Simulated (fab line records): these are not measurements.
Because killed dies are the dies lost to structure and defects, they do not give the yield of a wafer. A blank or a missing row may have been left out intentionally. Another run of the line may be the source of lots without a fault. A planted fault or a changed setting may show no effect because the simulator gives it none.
fab line records	flow n5-finfet
[record] lots = 10	wafers = 30	last-day = 19
route steps=1938 shown BEOL_M13@1694 MIM_BOT_ETCH@1867 PASS1_CAP@1873 PAD_METAL@1893 PASSIVATION@1936
lots that met no fault: taken from a fault-free run of the same line
start-h: hours from the record's opening day to when the first of the lot's shown wafers began	wait-h: hours from the lot's prior step to this one	" repeats the value in the row above	L1.1+2: several wafers, shown together as one row	- no value present, or no start provided	* or withheld: withheld	< > ~ a bound
route shown NAME@n: names a module that has steps shown in the file, with the first one's number in the route	usual: mean/standard deviation taken from wafers without a fault	same: alike in all rows	chamber/n: place in a boat	sites: the reading at each site	_std_site: their standard deviation	_edge_site: inner sites' mean taken away from outer sites' mean	radius-mm: how far each site lies from the wafer's centre	mask NAME#n: copy n	behind: tool/chamber where the wafer was last shaped	hold: why the lot went on hold/how many hours it stayed there/how the hold came to an end	device: which transistor (n, p or np) failed to switch	end of line: at the end of the route, the tests of the same wafers	where a step has no rows: the recipe by itself	killed: count of dies lost to structure and defects at first sort (not the wafer's yield)	map: a wafer's dies, x killed, . not, _ none there
set.NAME: the setting as run; set.NAME@STEP: as run at that earlier step	model.NAME: the simulator's own value behind a step, which no gauge read
one table for each step of the route and one row for each wafer, over a sample of lots
services: from which hour (start-h, from the record's first day; less than 0 if before it) a tool's chamber was out of use, for how many hours, and why
[[steps]]
[step N5_BEOL_M13_ETCH_68]
[recipe] chemistry = N2/H2	target = SOC	mask-material = SiARC	source-w = 3000	bias-w = 350	temp-c = 40	time-s = 355	ion-energy-ev = 200	pressure-mtorr = 30	n2-flow-sccm = 200	h2-flow-sccm = 200
[usual] drypump-motor-current-A = 5.5/0.38	oes-product-au = 0.82/0.11	rf-vpp-V = 523.2/3	showerhead-plenum-p-Torr = 2.52/0.1	temp-c = 40.01/0.12	throttle-valve-pct = 17.71/0.26
lot.wafer	tool	chamber	start-h	wait-h	drypump-motor-current-A	oes-product-au	rf-hours-counter-h	rf-vpp-V	showerhead-plenum-p-Torr	temp-c	throttle-valve-pct
L646.1	rie-diel-04	0	262.46	0.1	5.8	0.89	36	522.3	2.50	39.97	17.53
L646.4	"	2	"	"	5.2	0.71	183	526.0	2.65	39.93	18.03
L646.6	"	2	"	"	5.2	0.72	-	526.8	2.66	39.79	18.03
L649.4	rie-diel-06	0	318.65	0.1	4.9	0.83	63	521.8	2.48	39.98	17.57
L649.5	"	3	"	"	5.4	0.71	-	522.6	2.42	40.19	18.11
L649.6	"	2	"	"	5.2	0.68	-	526.4	2.62	40.22	17.98
L652.2	rie-diel-06	0	339.29	0.1	4.9	0.81	73	521.6	2.47	39.87	17.56
L652.4	"	0	"	"	4.9	0.80	-	523.4	2.47	39.89	17.58
L652.5	"	3	"	"	5.4	0.70	-	519.4	2.41	40.02	18.13
L653.1	rie-diel-06	3	353.46	0.1	5.4	0.69	225	520.2	2.41	39.85	18.13
L653.2	"	0	"	"	4.9	0.80	78	520.1	2.47	39.96	17.59
L653.6	"	2	"	"	5.2	0.99	-	525.3	2.62	40.12	17.57
L654.1	rie-diel-04	3	357.46	0.1	5.7	0.95	9	522.8	2.49	40.19	17.59
L654.3	"	2	"	"	5.2	0.68	219	525.9	2.64	40.01	18.11
L654.4	"	1	"	"	6.3	0.91	26	527.1	2.71	40.26	17.71
L659.1	rie-diel-02	2	378.96	0.1	5.5	0.95	14	522.4	2.50	40.15	17.38
L659.2	"	0	"	"	5.4	0.89	35	525.6	2.58	40.13	17.62
L659.5	"	2	"	"	5.5	0.94	-	522.6	2.50	40.18	17.36
L664.1	rie-diel-02	1	414.78	0.1	6.0	0.68	230	520.9	2.41	40.02	17.65
L664.2	"	0	"	"	5.4	0.88	48	525.4	2.57	39.96	17.62
L664.4	"	3	"	"	5.7	0.98	11	523.3	2.49	39.96	17.75
L667.2	rie-diel-04	3	417.54	0.1	5.6	0.89	30	522.6	2.48	40.14	17.62
L667.5	"	0	"	"	5.8	0.81	-	520.2	2.47	40.00	17.62
L667.6	"	1	"	"	6.3	0.86	-	528.8	2.70	39.99	17.76
L666.1	rie-diel-06	0	425.60	0.1	4.9	0.77	102	523.3	2.46	39.94	17.62
L666.3	"	1	"	"	5.6	0.94	17	528.7	2.70	39.91	17.23
L666.4	"	0	"	"	4.9	0.77	-	520.1	2.46	39.98	17.62
L669.1	rie-diel-04	2	428.41	0.1	5.3	0.67	244	526.1	2.63	40.09	18.15
L669.5	"	1	"	"	6.3	0.86	-	528.2	2.70	40.00	17.74
L669.6	"	0	"	"	5.8	0.81	-	520.8	2.47	40.01	17.63
[step N5_MIM_BOT_ETCH_ETCH_03]
[recipe] chemistry = Cl2/BCl3	target-depth-a = 120	pressure-mtorr = 8	icp-w = 800	bias-w = 100	Cl2_flow_sccm = 20	bcl3-flow-sccm = 80
[usual] drypump-motor-current-A = 5.9/0.34	he-backside-leak-sccm = 3.37/0.22	oes-product-au = 0.80/0.071	throttle-valve-pct = 27.57/0.25
lot.wafer	tool	chamber	start-h	wait-h	drypump-motor-current-A	he-backside-leak-sccm	oes-product-au	rf-hours-counter-h	throttle-valve-pct
L646.1	rie-metal-01	1	283.17	0.1	6.1	3.81	0.76	47	28.00
L646.4	"	1	"	"	6.1	3.45	0.75	-	27.99
L646.6	"	1	"	"	6.1	3.54	0.75	-	27.99
L649.4	rie-metal-03	0	337.78	0.1	6.2	3.34	0.82	-	27.37
L649.5	"	0	"	"	6.3	3.22	0.82	-	27.37
L649.6	"	1	"	"	6.0	3.25	0.96	-	27.63
L652.2	rie-metal-01	1	362.58	0.1	6.0	3.42	0.75	52	28.00
L652.4	"	0	"	"	5.9	3.24	0.74	-	27.38
L652.5	"	1	"	"	6.0	3.56	0.74	-	28.00
L653.1	rie-metal-01	0	373.07	0.1	5.9	3.24	0.74	55	27.40
L653.2	"	1	"	"	6.1	3.85	0.74	53	28.00
L653.6	"	0	"	"	5.9	3.32	0.73	-	27.37
L654.1	rie-metal-03	0	385.87	0.1	6.3	3.39	0.81	40	27.38
L654.3	"	1	"	"	6.0	3.27	0.93	-	27.63
L654.4	"	0	"	"	6.3	3.51	0.80	-	27.38
L659.1	rie-metal-01	1	402.38	0.1	6.1	3.64	0.74	55	28.01
L659.2	"	0	"	"	5.9	3.04	0.73	57	27.39
L659.5	"	0	"	"	5.9	3.32	0.74	-	27.38
L664.1	rie-metal-01	1	448.43	0.1	6.1	3.58	0.71	60	28.02
L664.2	"	0	"	"	5.9	3.34	0.73	62	27.40
L664.4	"	1	"	"	6.1	3.76	0.72	-	28.00
L667.2	rie-metal-02	1	448.47	0.1	5.0	3.28	0.77	34	27.25
L667.5	"	1	"	"	5.0	3.17	0.77	-	27.24
L667.6	"	0	"	"	5.9	3.26	0.80	-	27.67
L666.1	rie-metal-01	1	448.90	0.1	6.0	3.47	0.72	60	28.00
L666.3	"	1	"	"	6.0	3.56	0.72	-	28.00
L666.4	"	0	"	"	5.9	3.43	0.72	-	27.39
L669.1	rie-metal-01	0	453.35	0.1	5.9	3.31	0.73	62	27.38
L669.5	"	0	"	"	5.8	3.33	0.72	-	27.40
L669.6	"	1	"	"	6.0	3.59	0.72	-	28.02
[step N5_PASSIVATION_PECVD_55]
[recipe] material = SiO2	target-thk-a = 4000	temp-c = 400	precursor = SiH4/N2O	pressure-torr = 2.7	rf-w = 608	time-s = 22.5
[usual] heater-power-w = 681/78	showerhead-plenum-p-Torr = 8.18/0.13	showerhead-vpp-V = 1492/67	throttle-valve-pct = 51.7/2.4
lot.wafer	tool	chamber	start-h	wait-h	heater-power-w	showerhead-plenum-p-Torr	showerhead-vpp-V	throttle-valve-pct
L646.1	pecvd-03	1	283.90	0.0	717	8.19	1558	51.8
L646.4	"	1	"	"	726	8.18	1563	52.0
L646.6	"	0	"	"	698	8.10	1481	52.6
L649.4	pecvd-02	0	338.50	0.0	603	7.95	1502	51.4
L649.5	"	1	"	"	568	8.35	1358	56.3
L649.6	"	2	"	"	711	8.30	1497	51.2
L652.2	pecvd-02	1	363.31	0.0	640	8.35	1351	56.0
L652.4	"	2	"	"	698	8.30	1450	51.0
L652.5	"	1	"	"	652	8.34	1332	56.2
L653.1	pecvd-03	2	373.80	0.0	601	8.22	1506	48.4
L653.2	"	0	"	"	695	8.09	1476	52.8
L653.6	"	0	"	"	715	8.10	1467	53.1
L654.1	pecvd-04	1	386.60	0.0	923	8.28	1479	58.2
L654.3	"	0	"	"	830	8.03	1710	51.9
L654.4	"	1	"	"	932	8.28	1490	58.4
L659.1	pecvd-03	1	403.28	0.0	731	8.20	1580	52.2
L659.2	"	2	"	"	662	8.23	1490	48.4
L659.5	"	0	"	"	710	8.11	1469	53.3
L664.1	pecvd-03	2	449.17	0.0	642	8.22	1529	48.5
L664.2	"	0	"	"	617	8.11	1483	53.3
L664.4	"	0	"	"	660	8.08	1471	53.5
L667.2	pecvd-04	0	449.49	0.0	772	8.04	1677	51.9
L667.5	"	0	"	"	800	8.03	1677	51.8
L667.6	"	1	"	"	952	8.27	1503	58.3
L666.1	pecvd-02	1	449.93	0.0	625	8.30	1363	47.3
L666.3	"	2	"	"	756	8.32	1482	51.4
L666.4	"	0	"	"	639	7.95	1469	51.4
L669.1	pecvd-03	2	454.10	0.0	671	8.23	1484	48.8
L669.5	"	2	"	"	530	8.20	1471	48.7
L669.6	"	1	"	"	711	8.20	1548	51.9
[step N5_PASSIVATION_DEGAS_18]
[recipe] ambient = vacuum	temp-c = 300	time-s = 60
[usual] heater-power-w = 455/34
lot.wafer	tool	chamber	start-h	wait-h	heater-power-w
L646.1	pvd-sputter-01	-	285.20	0.1	440
L646.4	"	-	"	"	418
L646.6	"	-	"	"	475
L649.4	pvd-sputter-01	-	343.90	0.1	496
L649.5	"	-	"	"	449
L649.6	"	-	"	"	515
L652.2	pvd-sputter-03	-	365.45	0.6	521
L652.4	"	-	"	"	468
L652.5	"	-	"	"	459
L653.1	pvd-sputter-01	-	375.56	0.4	485
L653.2	"	-	"	"	448
L653.6	"	-	"	"	491
L654.1	pvd-sputter-02	-	389.34	0.5	453
L654.3	"	-	"	"	448
L654.4	"	-	"	"	448
L659.1	pvd-sputter-01	-	408.86	0.2	454
L659.2	"	-	"	"	504
L659.5	"	-	"	"	503
L664.1	pvd-sputter-03	-	455.59	0.3	525
L664.2	"	-	"	"	442
L664.4	"	-	"	"	402
L667.2	pvd-sputter-03	-	456.21	0.7	504
L667.5	"	-	"	"	426
L667.6	"	-	"	"	473
L666.1	pvd-sputter-02	-	456.88	0.3	463
L666.3	"	-	"	"	462
L666.4	"	-	"	"	450
L669.1	pvd-sputter-01	-	457.19	0.4	437
L669.5	"	-	"	"	423
L669.6	"	-	"	"	504
[step N5_PASSIVATION_PROBE_49]
[usual] defect-limited-yield = 90.9/1.4	killed_at_M0_to_M3 = 38/11	killed_at_M4_up = 13/5.9	killed-at-contacts = 14/6.4	killed-at-front-end = 38/11	killed-at-other = 3.3/2.5	killed-dies = 107/16	killed-open = 70/12	killed-short = 35/7.7	sort_bin_5_function = 5.3/0.94	sort_bin_6_memory = 3.5/0.7	sort_bin_8_speed = 0.00/0.007	sort-n-pass = 1073/16	sort-yield-pct = 90.9/1.4
[same] gross-dies = 1180	killed-at-back-side = 0	sort_bin_4_leakage[%] = 0
lot.wafer	tool	chamber	start-h	wait-h	defect-limited-yield[%]	killed_at_M0_to_M3	killed_at_M4_up	killed-at-contacts	killed-at-front-end	killed-at-other	killed-dies	killed-open	killed-short	sort_bin_5_function[%]	sort_bin_6_memory[%]	sort_bin_8_speed[%]	sort-n-pass	sort-yield-pct[%]
L653.1	prober-02	-	381.80	0.0	83.6	22	125	11	34	2	194	61	26	11.6	3.4	0	986	83.6
L653.2	prober-02	-	381.85	0.1	92.0	38	11	7	37	1	94	66	28	5.3	2.3	0	1086	92.0
L653.6	prober-02	-	382.05	0.3	88.9	39	26	6	57	3	131	91	40	6.9	4.0	0	1049	88.9
L667.2	prober-02	-	461.99	0.1	94.8	17	6	6	26	6	61	42	17	2.8	2.1	0	1119	94.8
L667.5	prober-02	-	462.14	0.2	92.2	42	10	15	21	4	92	61	30	3.8	3.8	0	1088	92.2
// killed by level:class
L653.1 BEOL_M13:unspecified=107 STI_FIN_REVEAL:geometric-particle:open=13 MOL_CONTACT_COAG:geometric-particle:open=10 BEOL_M4:geometric-particle:open=9 FIN_SAQP:geometric-particle:open=7 BEOL_M0_SAQP:geometric-particle:short=7 GATE_CUT:geometric-particle:short=5 BEOL_M0_SAQP:geometric-particle:open=4
L653.2 FIN_SAQP:geometric-particle:open=7 BEOL_M0_SAQP:geometric-particle:short=7 BEOL_M1:geometric-particle:open=7 BEOL_M3:geometric-particle:open=7 STI_FIN_REVEAL:geometric-particle:open=6 MOL_CONTACT_COAG:geometric-particle:open=6 BEOL_M1:geometric-particle:short=6 DUMMY_GATE:geometric-particle:open=5
L653.6 FIN_SAQP:geometric-particle:open=24 BEOL_M4:geometric-particle:open=12 BEOL_M0_SAQP:geometric-particle:short=8 BEOL_M1:geometric-particle:open=8 FIN_SAQP:geometric-particle:short=7 BEOL_M0_SAQP:geometric-particle:open=6 MOL_CONTACT_COAG:geometric-particle:open=5 STARTING-WAFER:geometric-particle:short=5
L667.2 STI_FIN_REVEAL:geometric-particle:open=8 MOL_CONTACT_COAG:geometric-particle:open=6 STI_FIN_REVEAL:geometric-particle:short=3 BEOL_M0:geometric-particle:open=3 BEOL_M1:geometric-particle:open=3 BEOL_M2:geometric-particle:open=3 DUMMY_GATE:geometric-particle:open=2 ILD0:geometric-particle:open=2
L667.5 MOL_CONTACT_COAG:geometric-particle:open=14 BEOL_M2:geometric-particle:open=13 BEOL_M3:geometric-particle:open=9 STI_FIN_REVEAL:geometric-particle:open=7 BEOL_M1:geometric-particle:open=5 BEOL_M2:geometric-particle:short=5 BEOL_M0:geometric-particle:short=3 BEOL_M4:geometric-particle:open=3
[[services]]
tool	chamber	start-h	hours	kind
rie-diel-02	-	257.06	72.1	repair
rie-diel-04	1	265.95	-	clean
pecvd-03	-	286.12	14.6	pm
pecvd-04	2	287.69	4.1	repair
pecvd-04	-	289.55	6.0	pm
rie-diel-04	3	294.15	6.5	repair
pecvd-02	-	298.59	3.4	repair
rie-metal-03	1	315.00	14.0	repair
pecvd-02	-	326.95	0.6	repair
rie-diel-02	-	329.20	14.6	pm
pecvd-04	2	331.11	30.4	repair
rie-diel-06	3	331.95	2.6	repair
pecvd-02	-	335.57	2.8	pm
rie-diel-04	-	336.59	4.8	repair
rie-diel-06	-	338.02	0.6	repair
rie-metal-02	0	341.95	3.6	repair
rie-diel-06	0	347.58	3.7	repair
rie-diel-06	-	354.64	4.3	pm
rie-metal-02	0	379.21	7.7	repair
rie-metal-03	-	404.20	0.7	repair
pecvd-03	1	405.28	5.5	scheduled-down
pecvd-02	-	415.73	1.4	repair
pvd-sputter-01	-	430.44	0.9	repair
rie-diel-04	3	452.95	2.6	repair
[[key]]
[first-sign] step = N5_PASSIVATION_PROBE_49	reading = killed_at_M4_up	direction = up	sigmas = 19	usual = 13	struck = 125
[effect] step = N5_PASSIVATION_PROBE_49	reading = killed-dies	direction = up	sigmas = 5.3	usual = 107	struck = 194
[more-kills-born-at] N5_BEOL_M13_ETCH_68@rie-diel-06 = 107
met-at N5_BEOL_M13_ETCH_68
struck-lots L653
struck-wafers L653.1
not-acting-at N5_MIM_BOT_ETCH_ETCH_03,N5_PASSIVATION_PECVD_55,N5_PASSIVATION_DEGAS_18
onset-between 339.29 353.46
[fault] kind = chamber-particle-source	tool = rie-diel-06	chamber = 3	onset-h = 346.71	steps = N5_BEOL_M13_ETCH_68	rate-per-visit-cm2 = 0.75142	end-h = 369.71
